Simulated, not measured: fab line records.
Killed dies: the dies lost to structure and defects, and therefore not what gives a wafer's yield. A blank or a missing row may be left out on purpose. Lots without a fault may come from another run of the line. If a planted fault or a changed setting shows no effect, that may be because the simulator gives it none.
Matching of chambers    flow nand harc    NHARC_P_ZERO_WELL_DESCUM_39 on rie diel-05 has 4 sister chambers
The step chemistry O2, time 3 s. 8 wafers are shown with their chamber, then 7 later ones without.

== WAFERS WITH THEIR CHAMBER ==
wafer   chamber  showerhead plenum p Torr (Torr)  rf vpp V (V)
L964.6  0        2.02                             57.8
L970.1  1        2.05                             58.4
L970.6  3        1.91                             58.3
L971.3  3        1.91                             57.2
L971.4  2        2.01                             57.6
L971.6  1        2.05                             58.7
L974.2  0        2.01                             58.0
L974.4  2        2.01                             57.7

== WAFERS WITH NO CHAMBER GIVEN ==
wafer   showerhead plenum p Torr (Torr)  rf vpp V (V)
L974.6  2.01                             58.3
L980.2  2.00                             58.2
L980.4  1.90                             57.7
L980.5  2.04                             58.7
L981.1  2.04                             58.2
L981.2  2.01                             59.2
L981.4  1.90                             57.4

== CHAMBER TAKEN BY EACH ==
wafer   from the rows above      in truth
L974.6  can't be placed: 2 or 0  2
L980.2  can't be placed: 2 or 0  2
L980.4  3                        3
L980.5  1                        1
L981.1  1                        1
L981.2  can't be placed: 0 or 2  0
L981.4  3                        3
Correct placement for 4 of the 7. Cannot be placed on the basis of these rows: 3; the candidates contain the true chamber in 3. Number placed wrongly: 0.
How it was worked out, from the rows above alone: a wafer's distance from a chamber is the root of the sum, over the readings, of the square of ((its reading less the chamber's mean) divided by the reading's scatter). The wafer belongs to the nearest chamber; if the next one is less than 2 further off, it can't be placed. Each chamber's mean is taken over the wafers shown for it. The scatter is the square root of a quotient: the sum, over the shown wafers, of each reading's squared deviation from its chamber's mean, divided by wafers minus chambers.
